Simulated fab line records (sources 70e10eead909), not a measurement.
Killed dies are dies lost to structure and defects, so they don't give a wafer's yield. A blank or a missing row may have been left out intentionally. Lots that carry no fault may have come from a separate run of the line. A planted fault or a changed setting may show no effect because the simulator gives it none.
What tool caused it? ; flow nand harc ; 12 lots, 36 wafers sampled, at 5 steps of a route of 1159

WHAT THE GAUGES SHOWED, per wafer
NHARC_P_M0_THK_MEAS_24: measures by xrf. Usual: thk nm reads 117.2 nm (standard deviation 1.5).
lot;measured;on;thk nm (nm);flag
L288;day 6 01:12;film metro-01;121.4 119.5 118.0;
L287;day 6 01:46;film metro-02;115.7 115.2 115.5;
L289;day 6 12:12;film metro-01;118.8 117.1 116.6;
L290;day 6 13:13;film metro-01;119.0 116.4 119.9;
L292;day 7 05:03;film metro-01;119.2 116.9 115.1;
L295;day 7 22:49;film metro-02;118.6 117.5 118.0;
L297;day 8 20:32;film metro-01;116.1 118.2 117.7;
L298;day 9 01:02;film metro-02;117.5 117.1 118.7;
L301;day 9 08:49;film metro-01;116.1 117.8 118.2;
L304;day 10 07:16;film metro-02;118.6 117.4 116.3;
L306;day 10 13:19;film metro-02;115.4 117.1 115.7;
L308;day 10 22:18;film metro-01;114.9 115.5 117.9;

NHARC_P_M1_CD_MEAS_09: target cd 130 nm. Usual: cd nm reads 130.3 nm (standard deviation 0.82).
lot;measured;on;cd nm (nm);flag
L288;day 6 03:32;cd sem-03;130.7 130.3 131.0;
L287;day 6 03:52;cd sem-03;131.6 131.3 129.9;
L289;day 6 13:45;cd sem-03;129.5 128.4 129.0;
L290;day 6 14:44;cd sem-01;129.8 130.7 130.5;
L292;day 7 06:37;cd sem-03;130.7 130.2 131.0;
L295;day 8 00:38;cd sem-03;130.2 129.7 129.8;
L297;day 8 22:05;cd sem-01;91.9 91.1 91.1;OFF
L298;day 9 02:35;cd sem-01;102.3 101.1 102.3;OFF
L301;day 9 10:16;cd sem-03;130.9 130.7 131.1;
L304;day 10 09:01;cd sem-03;129.6 129.1 129.4;
L306;day 10 15:01;cd sem-03;131.1 130.7 131.2;
L308;day 10 23:49;cd sem-03;129.7 130.4 130.1;

NHARC_P_M1_CD_MEAS_16. Usual: cd nm reads 130.0 nm (standard deviation 1).
lot;measured;on;cd nm (nm);flag
L288;day 6 04:03;cd sem-01;130.8 130.9 131.3;
L287;day 6 04:32;cd sem-01;131.5 130.5 130.0;
L289;day 6 14:14;cd sem-02;129.3 127.3 128.3;
L290;day 6 15:14;cd sem-02;129.8 130.2 129.7;
L292;day 7 07:08;cd sem-02;130.1 131.1 131.8;
L295;day 8 01:08;cd sem-01;129.4 129.4 129.7;
L297;day 8 22:35;cd sem-02;91.6 90.0 90.8;OFF
L298;day 9 03:05;cd sem-01;102.7 100.3 102.5;OFF
L301;day 9 10:46;cd sem-01;130.4 130.9 131.2;
L304;day 10 09:33;cd sem-01;129.9 129.3 129.2;
L306;day 10 15:30;cd sem-02;130.6 131.8 130.4;
L308;day 11 00:19;cd sem-03;129.4 129.6 128.6;

WHAT TOOL EACH LOT RAN ON (gives the tool, then ch and the chambers of the sampled wafers, and finally the start)
lot;NHARC_P_M0_ETCH_15;NHARC_P_M1_EXPOSE_06
L288;rie diel-02 ch 0,2,3, day 6 01:12 or earlier;arfi scanner-02 ch 0, day 6 03:24
L287;rie diel-02 ch 0,1,3, day 6 01:46 or earlier;arfi scanner-03 ch 0, day 6 03:44
L289;rie diel-10 ch 0,1,3, day 6 12:12 or earlier;arfi scanner-01 ch 0, day 6 13:37
L290;rie diel-02 ch 0,2,3, day 6 13:13 or earlier;arfi scanner-02 ch 0, day 6 14:36
L292;rie diel-02 ch 0,2,3, day 7 05:03 or earlier;arfi scanner-02 ch 0, day 7 06:28
L295;rie diel-02 ch 0,2,3, day 7 22:49 or earlier;arfi scanner-01 ch 0, day 8 00:30
L297;rie diel-09 ch 0,3, day 8 20:32 or earlier;arfi scanner-02 ch 0, day 8 21:58
L298;rie diel-09 ch 0,1,2, day 9 01:02 or earlier;arfi scanner-02 ch 0, day 9 02:28
L301;rie diel-02 ch 1,3, day 9 08:49 or earlier;arfi scanner-01 ch 0, day 9 10:08
L304;rie diel-02 ch 0,1,3, day 10 07:16 or earlier;arfi scanner-03 ch 0, day 10 08:52
L306;rie diel-02 ch 0,2,3, day 10 13:19 or earlier;arfi scanner-01 ch 0, day 10 14:52
L308;rie diel-10 ch 0,2,3, day 10 22:18 or earlier;arfi scanner-03 ch 0, day 10 23:41
- NHARC_P_M0_ETCH_15: etches the open film in C4F8/Ar, target depth 150 nm, overetch 15 nm, time 82.5 s.
- NHARC_P_M1_EXPOSE_06: exposes mask P M1, target cd 130 nm.

AS READ BY THE TOOLS THEMSELVES (means over the sampled wafers that have a number; for cases with no such wafer, the mark the record gives instead)
NHARC_P_M0_ETCH_15. Usual: oes product au 0.952 a.u., standard deviation 0.024; rf vpp V 441 V, standard deviation 3.
lot;tool;oes product au (a.u.);rf vpp V (V);flag
L288;rie diel-02;0.922;443;
L287;rie diel-02;0.941;440;
L289;rie diel-10;0.962;441;
L290;rie diel-02;0.923;442;
L292;rie diel-02;0.922;443;
L295;rie diel-02;0.968;443;
L297;rie diel-09;0.948;442;
L298;rie diel-09;0.973;442;
L301;rie diel-02;0.956;438;
L304;rie diel-02;0.969;439;
L306;rie diel-02;0.973;443;
L308;rie diel-10;0.955;443;

NHARC_P_M1_EXPOSE_06. Usual: exposure dose mJ cm2 reads 81.87 (standard deviation 0.07).
lot;tool;exposure dose mJ cm2;flag
L288;arfi scanner-02;81.85;
L287;arfi scanner-03;81.87;
L289;arfi scanner-01;81.98;
L290;arfi scanner-02;81.81;
L292;arfi scanner-02;81.86;
L295;arfi scanner-01;81.87;
L297;arfi scanner-02;43.13;OFF
L298;arfi scanner-02;50.78;OFF
L301;arfi scanner-01;81.81;
L304;arfi scanner-03;81.95;
L306;arfi scanner-01;81.91;
L308;arfi scanner-03;81.82;

THE ANSWER, worked out from the rows above alone
Rule: a lot counts as off when the mean over its wafers that have a number is more than 3 standard deviations away from the usual mean. A lot without any number at a reading at which 4 lots or more have one is off too. All remaining lots with rows at the step are treated as sound. Order of review: gauges by route order, followed by the tools' own readings, for which a lot's mean as printed above is used. At the first step where some lot is off, the reading lying furthest off is the one used; lots without a number count as furthest.
Off: L297, L298, at NHARC_P_M1_CD_MEAS_09 (cd nm).
If a tool, at a process step before that reading, ran all the lots that are off and no sound lot after the first of them, it fits. Not tried: the gauges at NHARC_P_M1_CD_MEAS_09; whatever is off there is also off at NHARC_P_M1_EXPOSE_06, on other tools, and gauge error can't account for it. Because NHARC_P_M0_ETCH_15 lacks a start for some lots, the hours and order of its lots are taken from NHARC_P_M0_THK_MEAS_24. Can't be told from this: 2 tools fit, rie diel-09 at NHARC_P_M0_ETCH_15, arfi scanner-02 at NHARC_P_M1_EXPOSE_06.

WHAT WAS PUT IN BY THE SIMULATOR
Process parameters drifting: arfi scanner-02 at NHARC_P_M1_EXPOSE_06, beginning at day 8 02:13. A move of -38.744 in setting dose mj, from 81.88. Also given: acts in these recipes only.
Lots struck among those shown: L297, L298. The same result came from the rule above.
